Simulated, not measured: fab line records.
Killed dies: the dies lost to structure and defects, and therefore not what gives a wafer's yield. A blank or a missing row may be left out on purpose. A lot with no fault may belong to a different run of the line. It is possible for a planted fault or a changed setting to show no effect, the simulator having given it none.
Matching of chambers || flow n5_finfet || 4 sister chambers for N5_GATE_CUT_DESCUM_18 on rie_diel-04
The step chemistry O2, time 7 s. 4 wafers are shown with their chamber, then 7 later ones without.

## WAFERS PAIRED WITH THEIR CHAMBERS
{"wafer": "L342.2", "chamber": 2, "drypump_motor_current_A (A)": 5.61}
{"wafer": "L347.6", "chamber": 0, "drypump_motor_current_A (A)": 5.55}
{"wafer": "L348.1", "chamber": 3, "drypump_motor_current_A (A)": 6.19}
{"wafer": "L348.3", "chamber": 1, "drypump_motor_current_A (A)": 6.03}

## WAFERS MISSING THEIR CHAMBER
{"wafer": "L348.4", "drypump_motor_current_A (A)": 6.01}
{"wafer": "L349.2", "drypump_motor_current_A (A)": 6.19}
{"wafer": "L349.5", "drypump_motor_current_A (A)": 6.19}
{"wafer": "L349.6", "drypump_motor_current_A (A)": 5.49}
{"wafer": "L354.1", "drypump_motor_current_A (A)": 5.57}
{"wafer": "L354.2", "drypump_motor_current_A (A)": 5.99}
{"wafer": "L354.3", "drypump_motor_current_A (A)": 5.61}

## WHICH CHAMBER EACH ONE RAN IN
{"wafer": "L348.4", "from the rows above": 1, "in truth": 1}
{"wafer": "L349.2", "from the rows above": 3, "in truth": 3}
{"wafer": "L349.5", "from the rows above": 3, "in truth": 3}
{"wafer": "L349.6", "from the rows above": 0, "in truth": 0}
{"wafer": "L354.1", "from the rows above": "can't be placed: 0 or 2", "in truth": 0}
{"wafer": "L354.2", "from the rows above": 1, "in truth": 1}
{"wafer": "L354.3", "from the rows above": 2, "in truth": 2}
Correctly placed: 6 of 7. Not placeable from these rows: 1 (in 1, the candidates include the true chamber). Placed wrongly: 0.
How it was worked out, from the rows above alone: a wafer's distance from a chamber is the root of the sum, over the readings, of the square of ((its reading less the chamber's mean) divided by the reading's scatter). If the next closest chamber is less than 2 further off than the closest, the wafer can't be placed; otherwise it belongs to the closest. Each chamber's mean is taken over the wafers shown for it. The scatter: root of mean squared gap, hidden wafer to nearest shown wafer, with one shown wafer a chamber.
